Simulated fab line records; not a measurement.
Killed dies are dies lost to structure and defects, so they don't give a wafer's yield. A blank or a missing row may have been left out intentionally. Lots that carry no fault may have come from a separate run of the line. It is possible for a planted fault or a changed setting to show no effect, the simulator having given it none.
A single fault, viewed from 2 desks + flow nand harc + each desk has only its own numbers; what lay behind them comes last

## TOOL OWNER'S DESK, ecd cu-02
The tool's own readings at NHARC_P_M2_ECD_22 (material Cu, target thk 400 nm): means of the sampled wafers that have a number, for each lot that ran on this tool. The brackets show how far a lot's mean lies from the usual mean; more than 4 standard deviations puts the lot out of limits, marked OUT.
Columns: A = bath heat duty pct at NHARC_P_M2_ECD_22, usual 6.1 %
| lot  | first seen here | A   |
|------|-----------------|-----|
| L728 | day 6 19:14     | 6.0 |
| L729 | day 6 22:01     | 5.9 |
| L732 | day 8 00:11     | 6.3 |
| L733 | day 8 15:35     | 6.7 |
| L734 | day 9 03:07     | 6.2 |
| L735 | day 9 10:58     | 6.1 |
| L743 | day 12 11:27    | 6.5 |
| L746 | day 13 21:38    | 6.0 |
| L751 | day 16 08:43    | 6.0 |
Finding of this desk: none of the 9 lots has anything out of limits.

## FROM THE METROLOGY DESK
What the gauges read, lot by lot, whatever tool the lot ran on: means of the sampled wafers that have a number. The brackets show how far a lot's mean lies from the usual mean; more than 4 standard deviations puts the lot out of limits, marked OUT.
Columns: A = overlay x nm at NHARC_P_M2_OVL_MEAS_10, usual 0.0 nm; B = overlay y nm at NHARC_P_M2_OVL_MEAS_10, usual 0.0 nm
| lot  | first seen here | A    | B    |
|------|-----------------|------|------|
| L728 | day 6 17:42     | -0.6 | 0.4  |
| L729 | day 6 20:23     | -0.1 | -1.1 |
| L732 | day 7 22:32     | -0.5 | 0.9  |
| L731 | day 7 23:00     | -0.9 | 1.6  |
| L733 | day 8 14:07     | 0.5  | -2.2 |
| L734 | day 9 01:34     | 1.3  | 0.8  |
| L735 | day 9 09:29     | -0.5 | 0.8  |
| L736 | day 9 20:41     | 0.7  | -1.1 |
| L740 | day 11 06:49    | 0.5  | -0.5 |
| L743 | day 12 09:55    | 0.7  | -0.6 |
| L746 | day 13 20:09    | 0.8  | 0.9  |
| L751 | day 16 07:11    | -0.9 | -0.1 |
Finding of this desk: none of the 12 lots has anything out of limits.

## BROUGHT TOGETHER
The desk of the tool owner found nothing out of limits.
At the metrology desk, nothing out of limits was observed.

## WHAT HAD BEEN PUT IN BY THE SIMULATOR
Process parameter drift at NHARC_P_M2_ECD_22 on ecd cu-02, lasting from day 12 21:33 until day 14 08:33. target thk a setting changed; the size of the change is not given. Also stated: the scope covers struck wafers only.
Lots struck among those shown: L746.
